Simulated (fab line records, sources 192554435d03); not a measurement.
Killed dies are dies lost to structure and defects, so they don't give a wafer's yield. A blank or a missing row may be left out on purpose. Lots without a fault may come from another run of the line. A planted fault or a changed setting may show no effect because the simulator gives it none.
A struck lot beside a sound one | flow n5_finfet | 36 steps out of a route of 1938
Sound: wafers L776.2, L776.4, L776.5. Struck: wafer L783.3. (L783.2, L783.6 of the same lot were not struck and are left out.) The cause comes at the end.
At each step with rows: each side's tool, then ch and its chambers, then its first start. Under that, the readings that differ: sound wafers | struck wafers | difference of the means | sigmas: that difference in standard deviations of wafers without a fault.
alike: readings whose means differ by less than 2 such deviations, and words and numbers that are the same on both sides. not compared: withheld readings, readings that some wafer has no value for, bounds like >300 that may hide the same value, and numbers for which the record gives no deviation and whose values overlap.
The two part at a step that has a row with sigmas, a row that says differs or no value, or rows on one side only. Numbers that don't overlap but have no deviation are shown without sigmas and don't part them. A reading that every wafer of one side lacks parts them only if that side has two wafers or more.

first, 9 steps without rows for these wafers: N5_BEOL_M4_ANNEAL_95 (time 240 s); N5_BEOL_M4_SPUTTER_96 (material Cu, target thk 4.5 nm, time 8.29 s); N5_BEOL_M4_ECD_50 (material Cu, target thk 300 nm); N5_BEOL_M4_ANNEAL_51 (time 90 s); N5_BEOL_M4_CMP_52 (polishes, stops on SiOC, t overpolish 6.8 s, target thk 40 nm); N5_BEOL_M4_PRE_CLEAN_60 (time 15 s); N5_BEOL_M4_CO_CAP_55 (material Co, precursor CCTBA/H2, target thk 2 nm, time 102.1 s); N5_BEOL_M4_PRE_CLEAN_56 (time 15 s); N5_BEOL_M4_DEP_57 (deposits SiCN from 3MS/NH3, target thk 8 nm, time 14 s).
N5_BEOL_M4_RC_MEAS_101:
  sound on prober-01 ch 0, day 8 01:04; struck on prober-02 ch 0, day 10 00:10
  reading   | sound          | struck | difference | sigmas
  VT_P (mV) | -240 -244 -242 | -254   | -12        | -3
  alike: DIBL_N, DIBL_P, IOFF_N, IOFF_P, ION_N, ION_P, SS_N, SS_P, VT_N
then, 24 steps without rows for these wafers: N5_BEOL_M5_ILD_DEP_00 (deposits SiCOH lowk from DEMS/porogen, target thk 140.64 nm, time 25.9 s); N5_BEOL_M5_CURE_79 (cures SiCOH lowk, time 240 s); N5_BEOL_M5_PECVD_70 (deposits SiO2 from TEOS/O2, target thk 16 nm, time 18 s); N5_BEOL_M5_HM_DEP_02 (deposits TiN, target thk 20 nm); N5_BEOL_M5_COAT_59 (time 60 s, resist thk 60 nm); N5_BEOL_M5_COAT_60 (time 60 s, resist thk 12 nm); N5_BEOL_M5_COAT_71 (time 60 s, resist thk 5 nm); N5_BEOL_M5_COAT_05 (resist thk 30 nm); N5_BEOL_M5_EBR_07; N5_BEOL_M5_SOFTBAKE_06 (time 60 s); N5_BEOL_M5_EXPOSE_08 (exposes mask M5, target cd 28 nm); N5_BEOL_M5_PEB_09 (peb time 60 s); N5_BEOL_M5_DEVELOP_10 (develop time 30 s); N5_BEOL_M5_DESCUM_16 (chemistry O2, time 7 s); N5_BEOL_M5_ETCH_72 (etches underlayer in N2/H2, target depth 6.5 nm, time 5.2 s); N5_BEOL_M5_ETCH_61 (etches SiARC in CF4, target depth 15.6 nm, time 26 s); N5_BEOL_M5_ETCH_62 (etches SOC in N2/H2, target depth 75 nm, overetch 15 nm, time 112.5 s); N5_BEOL_M5_STRIP_63 (strips in N2/H2); N5_BEOL_M5_STRIP_73 (strips in N2/H2); N5_BEOL_M5_STRIP_64 (strips in CF4); N5_BEOL_M5_HM_OPEN_17 (chemistry Cl2/BCl3, target TiN, target depth 20 nm, overetch 6 nm); N5_BEOL_M5_STRIP_19 (strips in O2); N5_BEOL_M5_COAT_65 (time 60 s, resist thk 60 nm); N5_BEOL_M5_COAT_66 (time 60 s, resist thk 12 nm).
N5_BEOL_M5_VIA_ETCH_34: etches SiCOH lowk in C4F6/O2, target depth 88.3 nm, time 39.2 s.
  sound on rie_diel-04 ch 0,3, day 8 07:04; struck on rie_diel-04 ch 1, day 10 05:53
  reading                                  | sound             | struck | difference | sigmas
  model.etch.depth_nm (nm)                 | 86.17 84.57 84.67 | 54.08  | -31.06     |
  model.SOC_of_BEOL_M5_COAT_65.thk_nm (nm) | 56 56.2 56        | 57.2   | +1.1       |
  alike: C4F6_flow_sccm, chamber_pressure_mTorr, drypump_motor_current_A, oes_product_au, rf_vpp_V, showerhead_plenum_p_Torr, throttle_valve_pct
  not compared: rf_hours_counter_h
-- the record jumps here: 4 days lie between the struck wafers' starts before and after (it left off in module BEOL_M5 and takes up again in module PASSIVATION, whose first step shown is number 1936 of the route) --
N5_PASSIVATION_PROBE_49:
  the record has rows for the struck wafers here (prober-02, day 14 02:33) and none for the sound ones

WHERE THEY PART
First at N5_BEOL_M4_RC_MEAS_101; last, within this record, at N5_PASSIVATION_PROBE_49.

WHY: what the simulator had put in
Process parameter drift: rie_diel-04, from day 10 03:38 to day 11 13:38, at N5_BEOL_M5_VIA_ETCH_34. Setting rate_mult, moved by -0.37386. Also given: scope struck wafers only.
